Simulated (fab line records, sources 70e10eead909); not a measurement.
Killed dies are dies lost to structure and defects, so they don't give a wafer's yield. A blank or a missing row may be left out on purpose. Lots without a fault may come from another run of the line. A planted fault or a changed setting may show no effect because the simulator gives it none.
Chamber matching | flow nand_harc | NHARC_A_M0_CMP_23 on cmp-04: 4 sister chambers
The step polishes, t overpolish 20 s, target thk 113.75 nm. 4 wafers are shown with their chamber, then 7 later ones without.

WAFERS WITH THEIR CHAMBER
wafer  | chamber | motor_current_A (A)
L335.3 | 0       | 13.4
L335.6 | 3       | 13.1
L336.2 | 2       | 14.0
L336.4 | 1       | 13.0

WAFERS WITHOUT THEIR CHAMBER
wafer  | motor_current_A (A)
L336.6 | 13.6
L339.2 | 13.2
L339.4 | 12.3
L339.6 | 12.8
L341.2 | 13.6
L341.4 | 13.5
L341.6 | 12.9

WHICH CHAMBER EACH WENT THROUGH
wafer  | from the rows above               | in truth
L336.6 | can't be placed: 0 or 2 or 3 or 1 | 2
L339.2 | can't be placed: 3 or 1 or 0      | 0
L339.4 | can't be placed: 1 or 3 or 0      | 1
L339.6 | can't be placed: 1 or 3 or 0      | 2
L341.2 | can't be placed: 0 or 2 or 3 or 1 | 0
L341.4 | can't be placed: 0 or 3 or 1 or 2 | 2
L341.6 | can't be placed: 1 or 3 or 0      | 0
Placed correctly: 0 of 7. Can't be placed from these rows: 7 (the true chamber is among the candidates in 6). Placed wrongly: 0.
How it was worked out, from the rows above alone: a wafer's distance from a chamber is the root of the sum, over the readings, of the square of ((its reading less the chamber's mean) divided by the reading's scatter). The wafer belongs to the nearest chamber; if the next one is less than 2 further off, it can't be placed. A chamber's mean is the mean of its shown wafers. The scatter: with one shown wafer a chamber, the root of the mean of the squares of how far each hidden wafer lies from its nearest shown one.
